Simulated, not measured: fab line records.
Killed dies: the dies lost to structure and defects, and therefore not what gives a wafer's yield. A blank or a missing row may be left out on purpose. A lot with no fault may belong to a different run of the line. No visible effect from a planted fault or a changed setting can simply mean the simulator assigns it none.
Comparing a struck lot with a sound one + flow nand harc + 18 out of 1302 route steps
Sound: these wafers, L919.3, L919.4, L919.6. Wafers struck: L925.2, L925.3, L925.5. Last of all comes the cause.
For every step that has rows: the tool of each side, followed by ch and its chambers, followed by its first start. Under that, the readings that differ: sound wafers + struck wafers + difference of the means + sigmas: that difference in standard deviations of wafers without a fault.
alike: readings whose means differ by less than 2 such deviations, and words and numbers that are the same on both sides. not compared: withheld readings, readings that some wafer has no value for, bounds like >300 that may hide the same value, and numbers for which the record gives no deviation and whose values overlap.
A row with sigmas, a row that says differs or no value, or rows on one side alone: a step with any of these is where the two part. When numbers do not overlap yet have no deviation, they are printed without sigmas and do not part them. A reading that every wafer of one side lacks parts them only if that side has two wafers or more.

first, 2 steps without rows for these wafers: NHARC_P_STI_SRD_39; NHARC_P_STI_OXIDE_40 (material SiO2, target thk 10 nm, ox time 1362 s).
NHARC_P_STI_INSPECT_25:
  sound on defect inspect-01, day 7 21:30; struck on defect inspect-02, day 10 01:48
  alike: raw defect count
then, 9 steps without rows for these wafers: NHARC_P_GATE_ETCH_69 (etches SiO2 in dHF, target depth 14 nm); NHARC_P_GATE_PRECLEAN_70 (cleans in SC1); NHARC_P_GATE_SRD_01; NHARC_P_GATE_OXIDE_02 (material SiO2, target thk 37.5 nm, ox time 365 s); NHARC_P_GATE_DEHYDRATE_03 (time 120 s); NHARC_P_GATE_HMDS_04 (time 30 s); NHARC_P_GATE_COAT_05; NHARC_P_GATE_SOFTBAKE_06 (time 95 s); NHARC_P_GATE_EBR_07.
NHARC_P_GATE_EXPOSE_08: exposes mask P HV.
  sound on krf scanner-01 ch 0, day 8 06:55; struck on krf scanner-02 ch 0, day 10 10:07
| reading              | sound                | struck               | difference | sigmas      |
|----------------------|----------------------|----------------------|------------|-------------|
| exposure dose mJ cm2 | 16.709 16.750 16.745 | 21.816 21.833 21.849 | +5.098     | +99 or more |
  alike: mask, focus offset nm
then, 2 steps without rows for these wafers: NHARC_P_GATE_PEB_09 (peb time 85 s); NHARC_P_GATE_DEVELOP_10 (time 70 s).
NHARC_P_GATE_CD_MEAS_11 targets a cd of 1640 nm.
  sound on cd sem-01 ch 0, day 8 07:04; struck on cd sem-03 ch 0, day 10 10:17
| reading    | sound                | struck               | difference | sigmas |
|------------|----------------------|----------------------|------------|--------|
| cd nm (nm) | 1640.3 1640.2 1641.4 | 1643.0 1643.3 1646.7 | +3.7       | +2     |
then, 2 steps without rows for these wafers: NHARC_P_GATE_HARDBAKE_12 (time 80 s); NHARC_END_SORT_01.

WHERE THEY PART
Earliest at NHARC_P_GATE_EXPOSE_08; latest, in this record, at NHARC_P_GATE_CD_MEAS_11.

WHY: what had been put in by the simulator
Drift in process parameters on krf scanner-02 at NHARC_P_GATE_EXPOSE_08, starting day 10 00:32. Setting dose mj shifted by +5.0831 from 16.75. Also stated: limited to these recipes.
